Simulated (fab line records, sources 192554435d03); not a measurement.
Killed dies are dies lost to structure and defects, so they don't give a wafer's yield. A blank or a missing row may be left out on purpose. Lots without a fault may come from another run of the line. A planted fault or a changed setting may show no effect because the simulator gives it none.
fab line records | flow n5_finfet
record lots=7 wafers=39
route steps=1938 shown ZERO_LAYER@4 FIN_SAQP@100 FIN_CUT@173 MOL_CONTACT_COAG@559 BEOL_M0_SAQP@673 BEOL_M2@841
start_h: hours from the record's first day to the start of the lot's first wafer shown | wait_h: hours since the lot's step before | " the same as in the row above | L1.1+2: a row that stands for several wafers | - no value, or no start given | * or withheld: withheld | < > ~ a bound
route shown NAME@n: a module of which the file shows steps, and the number in the route of the first | usual: mean/standard deviation of fault-free wafers | same: alike in all rows | chamber/n: place in a boat | sites: the reading at each site | _std_site: their standard deviation | _edge_site: outer sites' mean less inner sites' | radius_mm: how far each site lies from the wafer's centre | mask NAME#n: copy n | behind: the tool/chamber that last shaped the wafer | hold: why the lot was held/for how many hours/how that ended | device: the transistor (n, p or np) that didn't switch | end of line: the same wafers' tests at the end of the route | a step without rows: its recipe alone | killed: dies lost to structure and defects at the first sort, not the wafer's yield | map: a wafer's dies, x killed, . not, _ none there
set.NAME: the setting as run; set.NAME@STEP: as run at that earlier step | model.NAME: the simulator's own value behind a step, which no gauge read
lots whose settings were changed on purpose; a table a step, a row a wafer
## steps
# step N5_ZERO_LAYER_PECVD_02
# recipe material=SiO2 target_thk_a=100 temp_c=400 precursor=SiH4/N2O pressure_torr=0.75 rf_w=275 time_s=6
# columns lot.wafer tool chamber start_h wait_h set.time_s model.SiO2_of_ZERO_LAYER_PECVD_02.thk_nm
L075.1 pecvd-01 0 18.29 0.0 3.831 6.49
L075.2 " 1 " " 6 10.06
L075.3 " 1 " " 6 9.905
L075.4 " 0 " " 3.831 6.678
L075.5 " 0 " " 3.831 6.489
L075.6 " 1 " " 6 10.01
L081.1 pecvd-04 0 54.28 0.0 6 9.807
L081.2 " 1 " " 6 10.02
L081.3 " 2 " " 7.754 12.71
L081.4 " 1 " " 7.754 12.98
L081.5 " 0 " " 7.754 12.8
L081.6 " 2 " " 6 10
L084.1 pecvd-04 2 72.28 0.0 6 10.04
L084.4 " 1 " " 6 10.29
L084.6 " 2 " " 6 10.09
L087.1 pecvd-04 0 90.28 0.0 7.704 12.54
L087.2 " 2 " " 7.704 12.65
L087.3 " 1 " " 6 10.03
L087.4 " 1 " " 6 10.18
L087.5 " 2 " " 7.704 12.61
L087.6 " 0 " " 6 9.918
L092.1 pecvd-03 2 120.30 0.0 6 10.04
L092.2 " 0 " " 6 9.758
L092.3 " 1 " " 6 10.07
L092.4 " 2 " " 6 10.16
L092.5+6 " 0,1 " " 6 10.13
L096.1 pecvd-03 0 144.28 0.0 4.106 6.878
L096.2 " 2 " " 6 10
L096.3 " 1 " " 4.106 6.826
L096.4 " 1 " " 6 10.1
L096.5 " 0 " " 4.106 6.887
L096.6 " 2 " " 6 10.2
L097.1 pecvd-03 2 150.28 0.0 6 9.638
L097.2 " 1 " " 6 9.866
L097.3 " 0 " " 6 9.622
L097.4 " 2 " " 6 9.91
L097.5 " 1 " " 6 9.966
L097.6 " 0 " " 6 9.913
# step N5_FIN_SAQP_PECVD_06
# recipe material=a-Si target_thk_a=600 temp_c=400 precursor=SiH4/He pressure_torr=3 rf_w=100 time_s=48.1
# columns lot.wafer tool chamber start_h wait_h set.time_s model.a-Si_of_FIN_SAQP_PECVD_06.thk_nm
L075.1 pecvd-02 1 27.18 0.0 40.63 48.74
L075.2 " 2 " " 48.1 59.36
L075.3 " 0 " " 48.1 59.2
L075.4 " 0 " " 40.63 50.51
L075.5 " 2 " " 48.1 60.02
L075.6 " 1 " " 40.63 49.88
L081.1 pecvd-01 2 63.07 0.0 48.1 58.94
L081.2 " 0 " " 70.01 86.86
L081.3 " 1 " " 48.1 58.43
L081.4 " 2 " " 48.1 59.99
L081.5 " 0 " " 70.01 88.6
L081.6 " 1 " " 70.01 87.13
L084.1 pecvd-01 2 81.40 0.0 48.1 59.32
L084.4 " 1 " " 48.1 59.79
L084.6 " 2 " " 48.1 59.3
L087.1 pecvd-02 2 99.46 0.0 57.43 72.08
L087.2 " 0 " " 48.1 60.72
L087.3 " 1 " " 57.43 70.78
L087.4 " 2 " " 57.43 72.58
L087.5 " 1 " " 48.1 60.32
L087.6 " 0 " " 48.1 61.07
L092.1 pecvd-02 1 129.12 0.0 48.1 59.57
L092.2 " 0 " " 26.28 33.84
L092.3 " 2 " " 26.28 32.93
L092.4 " 2 " " 48.1 61.01
L092.5 " 0 " " 48.1 61.76
L092.6 " 1 " " 26.28 32.61
L096.1 pecvd-04 0 153.83 0.0 38.12 46.33
L096.2 " 2 " " 48.1 59.71
L096.3 " 1 " " 38.12 47.14
L096.4 " 0 " " 48.1 59.54
L096.5 " 2 " " 48.1 60.35
L096.6 " 1 " " 38.12 48.03
L097.1 pecvd-01 0 160.78 0.0 48.1 60.2
L097.2 " 2 " " 48.1 58.91
L097.3 " 1 " " 48.1 58.99
L097.4 " 1 " " 48.1 59.49
L097.5 " 2 " " 48.1 60.5
L097.6 " 0 " " 48.1 60.29
# step N5_FIN_SAQP_THK_MEAS_07
# usual thk_nm=59.9/0.78
# columns lot.wafer tool chamber start_h wait_h set.time_s@FIN_SAQP_PECVD_06 thk_nm
L075.1 film_metro-01 - 27.27 0.1 40.63 48.7
L075.2 " - " " 48.1 59.5
L075.3 " - " " 48.1 59.2
L075.4 " - " " 40.63 50.5
L075.5 " - " " 48.1 60.1
L075.6 " - " " 40.63 49.9
L081.1 film_metro-02 - 63.16 0.1 48.1 58.9
L081.2 " - " " 70.01 86.9
L081.3 " - " " 48.1 58.5
L081.4 " - " " 48.1 60.0
L081.5 " - " " 70.01 88.6
L081.6 " - " " 70.01 87.2
L084.1 film_metro-01 - 81.49 0.1 48.1 59.3
L084.4 " - " " 48.1 59.8
L084.6 " - " " 48.1 59.3
L087.1 film_metro-02 - 99.55 0.1 57.43 72.1
L087.2 " - " " 48.1 60.7
L087.3 " - " " 57.43 70.7
L087.4 " - " " 57.43 72.5
L087.5 " - " " 48.1 60.3
L087.6 " - " " 48.1 61.1
L092.1 film_metro-01 - 129.21 0.1 48.1 59.5
L092.2 " - " " 26.28 33.9
L092.3 " - " " 26.28 32.9
L092.4 " - " " 48.1 61.1
L092.5 " - " " 48.1 61.8
L092.6 " - " " 26.28 32.6
L096.1 film_metro-02 - 153.92 0.1 38.12 46.3
L096.2 " - " " 48.1 59.7
L096.3 " - " " 38.12 47.1
L096.4 " - " " 48.1 59.5
L096.5 " - " " 48.1 60.4
L096.6 " - " " 38.12 48.0
L097.1 film_metro-02 - 160.87 0.1 48.1 60.2
L097.2 " - " " 48.1 58.9
L097.3 " - " " 48.1 59.0
L097.4 " - " " 48.1 59.5
L097.5 " - " " 48.1 60.5
L097.6 " - " " 48.1 60.3
# step N5_FIN_SAQP_HM_DEP_72
# recipe material=SiO2 target_thk_a=120 temp_c=400 precursor=SiH4/N2O pressure_torr=0.75 rf_w=275 time_s=7.2
# step N5_FIN_SAQP_COAT_49
# recipe resist=SOC temp_c=250 time_s=60 spin_rpm=1500 resist_thk_nm=100
# step N5_FIN_SAQP_HM_OPEN_73
# recipe chemistry=CHF3/O2 target=SiO2 stop_on=a-Si target_depth_a=120 over_etch_frac=1.8 mask_material=SOC time_s=16.8 pressure_mtorr=30 source_w=650 bias_w=170 Ar_flow_sccm=200 CHF3_flow_sccm=50 O2_flow_sccm=5 ion_energy_ev=200 ends=end_point
# step N5_FIN_SAQP_STRIP_74
# recipe chemistry=CHF3/O2 resist=SiARC rf_frequency_hz=6e+07
# step N5_FIN_SAQP_MANDREL_ETCH_22
# recipe target_depth_a=600 chemistry=HBr/Cl2 target=a-Si stop_on=SiNx bt_time_s=10 over_etch_frac=0.5 time_s=30 pressure_mtorr=10 icp_w=800 bias_w=75 HBr_flow_sccm=150 Cl2_flow_sccm=80 ends=end_point
# usual oes_product_au=0.769/0.015
# columns lot.wafer tool chamber start_h wait_h set.time_s@FIN_SAQP_PECVD_06 oes_product_au model.etch.depth_nm
L075.1 rie_si-04 1 28.13 0.0 40.63 0.678 48.74
L075.2 " 3 " " 48.1 0.759 59.36
L075.3 " 0 " " 48.1 0.749 59.17
L075.4 " 2 " " 40.63 0.704 50.51
L075.5 " 0 " " 48.1 0.749 60.02
L075.6 " 3 " " 40.63 0.682 49.85
L081.1 rie_si-01 0 64.30 0.0 48.1 0.747 58.94
L081.2 " 3 " " 70.01 0.960 86.86
L081.3 " 2 " " 48.1 0.770 58.43
L081.4 " 1 " " 48.1 0.765 59.99
L081.5 " 0 " " 70.01 0.959 88.6
L081.6 " 3 " " 70.01 0.947 87.13
L084.1 rie_si-02 1 82.22 0.0 48.1 0.771 59.23
L084.4 " 2 " " 48.1 0.780 59.75
L084.6 " 0 " " 48.1 0.756 59.2
L087.1 rie_si-02 3 100.49 0.0 57.43 0.878 72.08
L087.2 " 1 " " 48.1 0.777 60.72
L087.3 " 0 " " 57.43 0.847 70.78
L087.4 " 2 " " 57.43 0.893 72.58
L087.5 " 2 " " 48.1 0.790 60.32
L087.6 " 1 " " 48.1 0.779 61.07
L092.1 rie_si-04 2 130.07 0.0 48.1 0.769 59.57
L092.2 " 1 " " 26.28 0.569 33.79
L092.3 " 3 " " 26.28 0.550 32.93
L092.4 " 0 " " 48.1 0.755 61.01
L092.5 " 2 " " 48.1 0.787 61.76
L092.6 " 3 " " 26.28 0.557 32.61
L096.1 rie_si-04 1 154.93 0.0 38.12 0.669 46.24
L096.2 " 0 " " 48.1 0.741 59.61
L096.3 " 3 " " 38.12 0.666 47.14
L096.4 " 2 " " 48.1 0.772 59.49
L096.5 " 0 " " 48.1 0.766 60.35
L096.6 " 1 " " 38.12 0.670 47.93
L097.1 rie_si-04 0 161.91 0.0 48.1 0.753 60.2
L097.2 " 2 " " 48.1 0.770 58.91
L097.3 " 1 " " 48.1 0.757 58.97
L097.4 " 3 " " 48.1 0.764 59.49
L097.5 " 1 " " 48.1 0.778 60.5
L097.6 " 0 " " 48.1 0.755 60.27
# step N5_FIN_CUT_CUT_ETCH_26
# recipe chemistry=CH3F/O2 target=SiNx target_depth_a=390 mask_material=SOC time_s=55.7 pressure_mtorr=30 source_w=395 bias_w=73 Ar_flow_sccm=150 CH3F_flow_sccm=30 O2_flow_sccm=20 ion_energy_ev=120
# columns lot.wafer tool chamber start_h wait_h set.target_depth_a model.etch.depth_nm model.SOC_of_FIN_CUT_COAT_18.thk_nm
L075.1 rie_diel-03 0 33.06 0.0 390 40.2 209.6
L075.2 " 1 " " 390 38.6 210.2
L075.3 " 3 " " 613.2 61.28 200
L075.4 " 2 " " 613.2 60.56 199.4
L075.5 " 3 " " 390 38.76 211
L075.6 " 2 " " 613.2 60.69 200.2
L081.1 rie_diel-03 0 70.00 0.0 502.2 51.37 205.6
L081.2 " 3 " " 390 38.55 212
L081.3 " 2 " " 502.2 49.11 207.4
L081.4 " 1 " " 390 38.72 212.6
L081.5 " 0 " " 390 39.56 212
L081.6 " 1 " " 502.2 49.59 207.2
L084.1 rie_diel-03 1 87.00 0.0 390 38.53 211.8
L084.4 " 2 " " 390 37.52 212.6
L084.6 " 0 " " 390 39.49 211.8
L087.1 rie_diel-06 0 105.74 0.0 390 38.5 211.4
L087.2 " 3 " " 390 38.12 210.8
L087.3 " 1 " " 190.6 19.14 221.2
L087.4 " 2 " " 190.6 19.2 220.4
L087.5 " 2 " " 190.6 19.29 221.4
L087.6 " 1 " " 390 39.22 210.8
L092.1 rie_diel-06 0 135.21 0.0 520.9 52.01 204.8
L092.2 " 2 " " 520.9 52.91 204.8
L092.3 " 1 " " 520.9 52.82 205
L092.4 " 3 " " 390 38.37 211.8
L092.5 " 1 " " 390 39.64 210.6
L092.6 " 2 " " 390 39.55 211.2
L096.1 rie_diel-05 1 160.21 0.0 390 38.98 212.4
L096.2 " 2 " " 390 40.13 211.8
L096.3 " 3 " " 390 37.92 212.6
L096.4 " 0 " " 390 39.18 211.8
L096.5 " 1 " " 390 39.24 211
L096.6 " 2 " " 390 40.44 210.8
L097.1 rie_diel-06 0 166.96 0.0 390 38.6 211
L097.2 " 3 " " 237.3 23.49 218.2
L097.3 " 1 " " 390 39.15 210.4
L097.4 " 2 " " 237.3 23.87 218
L097.5 " 2 " " 390 39.37 211
L097.6 " 1 " " 237.3 23.97 218
# step N5_MOL_CONTACT_COAG_ALD_27
# recipe material=SiOC target_thk_a=170 temp_c=400 ald_precursor_family=carbosiloxane ald_co_reactant=H2-plasma pulse_time_s=1.5 time_s=2720 purge_time_s=2 co_reactant_purge_time_s=2 ald_cycles=340 pressure_torr=2
# columns lot.wafer tool chamber start_h wait_h set.ald_cycles model.SiOC_of_MOL_CONTACT_COAG_ALD_27.thk_nm
L075.1+2 ald_sin-04 2,1 104.53 0.0 340 17
L075.3 " 3 " " 340 17.2
L075.4 " 0 " " 185 9.4
L075.5+6 " 2,3 " " 185 9.2
L081.1+3+4+5+6 ald_sin-03 2,1,3,3,0 138.79 0.0 340 17
L081.2 " 0 " " 340 16.8
L084.1+6 ald_sin-01 0,3 158.28 0.0 340 17
L084.4 " 1 " " 340 16.8
L087.1+6 ald_sin-01 2 175.84 0.0 340 17.2
L087.2+4 " 0,3 " " 422 21.2
L087.3 " 1 " " 422 21
L087.5 " 1 " " 340 17
L092.1+3+5 ald_sin-03 2,0,1 206.16 0.0 172 8.6
L092.2+4 " 3,1 " " 340 16.8
L092.6 " 0 " " 340 17
L096.1+2+3 ald_sin-04 3,1,0 229.87 0.0 340 17
L096.4+6 " 0,1 " " 491 24.6
L096.5 " 3 " " 491 24.4
L097.1 ald_sin-04 1 233.58 0.3 340 16.8
L097.2+5 " 3,0 " " 231 11.6
L097.3+4 " 0,3 " " 340 17
L097.6 " 1 " " 231 11.4
# step N5_BEOL_M0_SAQP_ETCH_107
# recipe chemistry=CH3F/O2 target=SiNx target_depth_a=300 mask_material=SOC pressure_mtorr=30 source_w=395 bias_w=73 Ar_flow_sccm=150 CH3F_flow_sccm=30 O2_flow_sccm=20 ion_energy_ev=120
# columns lot.wafer tool chamber start_h wait_h set.target_depth_a model.BEOL_M0_SAQP.feature_depth_nm
L075.1 rie_diel-05 3 119.55 0.0 300 29
L075.2 " 0 " " 185.6 18.6
L075.3 " 2 " " 300 30.8
L075.4 " 1 " " 185.6 18.4
L075.5 " 3 " " 185.6 17.8
L075.6 " 0 " " 300 30.2
L081.1 rie_diel-06 3 154.80 0.0 145.2 14.2
L081.2 " 1 " " 300 30.2
L081.3 " 0 " " 300 29.4
L081.4 " 2 " " 300 30.6
L081.5 " 2 " " 145.2 14.8
L081.6 " 3 " " 145.2 14.4
L084.1+4 rie_diel-05 1 172.63 0.0 300 30
L084.6 " 0 " " 300 30.2
L087.1+6 rie_diel-03 2,3 192.83 0.0 136 13.2
L087.2 " 1 " " 300 29.6
L087.3 " 3 " " 300 29
L087.4 " 0 " " 136 13.6
L087.5 " 0 " " 300 29.8
L092.1 rie_diel-03 1 219.72 0.0 300 29.4
L092.2+3 " 2,3 " " 300 29
L092.4 " 0 " " 300 30.6
L092.5 " 0 " " 300 30.2
L092.6 " 3 " " 300 29.2
L096.1+3+6 rie_diel-06 0,1,1 245.00 0.0 300 29.8
L096.2+5 " 3 " " 300 29.2
L096.4 " 0 " " 300 30
L097.1 rie_diel-06 3 248.99 0.0 300 29
L097.2 " 1 " " 300 29.6
L097.3 " 0 " " 300 30
L097.4 " 3 " " 300 29.2
L097.5+6 " 1,0 " " 300 29.8
# step N5_BEOL_M2_ILD_DEP_00
# recipe material=SiOC target_thk_a=790 temp_c=350 precursor=DEMS/O2 pressure_torr=5 rf_w=500 time_s=15.3
# columns lot.wafer tool chamber start_h wait_h set.target_thk_a model.SiOC_of_BEOL_M2_ILD_DEP_00.thk_nm
L075.1+2 pecvd-02 2,0 138.35 0.0 790 77.2
L075.3 " 1 " " 790 78
L075.4 " 0 " " 790 79
L075.5 " 2 " " 790 78.8
L075.6 " 1 " " 790 80
L081.1 pecvd-04 2 175.65 0.0 947.2 94.2
L081.2+4 " 1,2 " " 947.2 95
L081.3 " 0 " " 790 78.6
L081.5 " 0 " " 790 79.2
L081.6 " 1 " " 790 78.8
L084.1 pecvd-02 0 198.67 0.0 790 78.4
L084.4 " 2 " " 790 79.4
L084.6 " 1 " " 790 80.2
L087.1 pecvd-02 1 217.46 0.0 1147 114.8
L087.2 " 0 " " 1147 114.4
L087.3 " 2 " " 790 78.8
L087.4 " 1 " " 790 80.2
L087.5 " 2 " " 1147 115.6
L087.6 " 0 " " 790 79.2
L092.1 pecvd-01 2 239.53 0.0 605.6 59.6
L092.2 " 1 " " 605.6 60.6
L092.3 " 0 " " 790 77.8
L092.4 " 2 " " 605.6 61
L092.5 " 0 " " 790 78.2
L092.6 " 1 " " 790 79.6
L096.1 pecvd-01 2 262.75 0.0 790 76.8
L096.2 " 0 " " 790 75.8
L096.3 " 0 " " 790 77.6
L096.4 " 2 " " 790 78.4
L096.5 " 0 " " 790 77.8
L096.6 " 2 " " 790 78
L097.1+2 pecvd-01 0,2 277.05 0.0 1213 118.8
L097.3+5 " 1 " " 790 77
L097.4 " 2 " " 790 77.8
L097.6 " 0 " " 1213 120.8
# step N5_BEOL_M2_THK_MEAS_01
# recipe reads=SiOC_of_BEOL_M2_ILD_DEP_00
# usual M2_ILD_THK=78.9/1.1
# columns lot.wafer tool chamber start_h wait_h set.target_thk_a@BEOL_M2_ILD_DEP_00 M2_ILD_THK[nm]
L075.1 film_metro-02 - 138.42 0.0 790 77.3
L075.2 " - " " 790 77.2
L075.3 " - " " 790 78.1
L075.4 " - " " 790 79.0
L075.5 " - " " 790 78.9
L075.6 " - " " 790 80.0
L081.1 film_metro-01 - 175.71 0.0 947.2 94.2
L081.2 " - " " 947.2 95.0
L081.3 " - " " 790 78.6
L081.4 " - " " 947.2 95.1
L081.5 " - " " 790 79.1
L081.6 " - " " 790 78.9
L084.1 film_metro-01 - 198.73 0.0 790 78.3
L084.4 " - " " 790 79.4
L084.6 " - " " 790 80.3
L087.1 film_metro-02 - 217.53 0.0 1147 114.8
L087.2 " - " " 1147 114.4
L087.3 " - " " 790 78.8
L087.4 " - " " 790 80.2
L087.5 " - " " 1147 115.7
L087.6 " - " " 790 79.2
L092.1 film_metro-02 - 239.60 0.0 605.6 59.7
L092.2 " - " " 605.6 60.6
L092.3 " - " " 790 77.8
L092.4 " - " " 605.6 61.1
L092.5 " - " " 790 78.3
L092.6 " - " " 790 79.7
L096.1 film_metro-02 - 262.83 0.1 790 76.7
L096.2 " - " " 790 75.9
L096.3 " - " " 790 77.6
L096.4 " - " " 790 78.3
L096.5 " - " " 790 77.9
L096.6 " - " " 790 78.0
L097.1 film_metro-01 - 277.12 0.0 1213 118.9
L097.2 " - " " 1213 118.8
L097.3 " - " " 790 77.0
L097.4 " - " " 790 77.9
L097.5 " - " " 790 77.1
L097.6 " - " " 1213 120.8
## key
split step=N5_ZERO_LAYER_PECVD_02 setting=time_s stated=6 by=wafer
response step=N5_ZERO_LAYER_PECVD_02 reading=model.SiO2_of_ZERO_LAYER_PECVD_02.thk_nm change=+0.0968 per=1% r=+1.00
split step=N5_FIN_SAQP_PECVD_06 setting=time_s stated=48.1 by=wafer
response step=N5_FIN_SAQP_PECVD_06 reading=model.a-Si_of_FIN_SAQP_PECVD_06.thk_nm change=+0.614 per=1% r=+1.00
response step=N5_FIN_SAQP_THK_MEAS_07 reading=thk_nm change=* per=1% r=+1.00
response step=N5_FIN_SAQP_MANDREL_ETCH_22 reading=oes_product_au change=+0.00446 per=1% r=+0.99
response step=N5_FIN_SAQP_MANDREL_ETCH_22 reading=model.etch.depth_nm change=+0.614 per=1% r=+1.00
split step=N5_FIN_CUT_CUT_ETCH_26 setting=target_depth_a stated=390 by=wafer
response step=N5_FIN_CUT_CUT_ETCH_26 reading=model.etch.depth_nm change=+0.384 per=1% r=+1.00
response step=N5_FIN_CUT_CUT_ETCH_26 reading=model.SOC_of_FIN_CUT_COAT_18.thk_nm change=-0.188 per=1% r=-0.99
split step=N5_MOL_CONTACT_COAG_ALD_27 setting=ald_cycles stated=340 by=wafer
response step=N5_MOL_CONTACT_COAG_ALD_27 reading=model.SiOC_of_MOL_CONTACT_COAG_ALD_27.thk_nm change=+0.169 per=1% r=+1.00
split step=N5_BEOL_M0_SAQP_ETCH_107 setting=target_depth_a stated=300 by=wafer
response step=N5_BEOL_M0_SAQP_ETCH_107 reading=model.BEOL_M0_SAQP.feature_depth_nm change=+0.3 per=1% r=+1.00
split step=N5_BEOL_M2_ILD_DEP_00 setting=target_thk_a stated=790 by=wafer
response step=N5_BEOL_M2_ILD_DEP_00 reading=model.SiOC_of_BEOL_M2_ILD_DEP_00.thk_nm change=+0.787 per=1% r=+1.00
response step=N5_BEOL_M2_THK_MEAS_01 reading=M2_ILD_THK change=+0.787 per=1% r=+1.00
